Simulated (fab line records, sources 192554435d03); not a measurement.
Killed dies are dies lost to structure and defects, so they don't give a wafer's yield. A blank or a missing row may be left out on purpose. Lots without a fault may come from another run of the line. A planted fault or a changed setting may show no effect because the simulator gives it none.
Chamber matching | flow n5_finfet | N5_MOL_CONTACT_COAG_ETCHBACK_134 on rie_diel-05: 4 sister chambers
The step etches SiO2 in CHF3, target depth 10 nm, time 6.7 s. 4 wafers are shown with their chamber, then 8 later ones without.

WAFERS WITH THEIR CHAMBER
wafer  | chamber | throttle_valve_pct (%)
L083.3 | 1       | 18.19
L085.2 | 2       | 18.87
L085.6 | 3       | 19.03
L089.2 | 0       | 18.40

WAFERS WITHOUT THEIR CHAMBER
wafer  | throttle_valve_pct (%)
L089.4 | 18.19
L089.5 | 18.88
L091.3 | 18.41
L091.4 | 18.40
L091.6 | 18.22
L093.1 | 18.22
L093.2 | 18.64
L093.4 | 18.41

WHICH CHAMBER EACH WENT THROUGH
wafer  | from the rows above          | in truth
L089.4 | 1                            | 1
L089.5 | can't be placed: 2 or 3      | 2
L091.3 | 0                            | 0
L091.4 | 0                            | 0
L091.6 | can't be placed: 1 or 0      | 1
L093.1 | can't be placed: 1 or 0      | 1
L093.2 | can't be placed: 2 or 0 or 3 | 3
L093.4 | 0                            | 0
Placed correctly: 4 of 8. Can't be placed from these rows: 4 (the true chamber is among the candidates in 4). Placed wrongly: 0.
How it was worked out, from the rows above alone: a wafer's distance from a chamber is the root of the sum, over the readings, of the square of ((its reading less the chamber's mean) divided by the reading's scatter). The wafer belongs to the nearest chamber; if the next one is less than 2 further off, it can't be placed. A chamber's mean is the mean of its shown wafers. The scatter: with one shown wafer a chamber, the root of the mean of the squares of how far each hidden wafer lies from its nearest shown one.
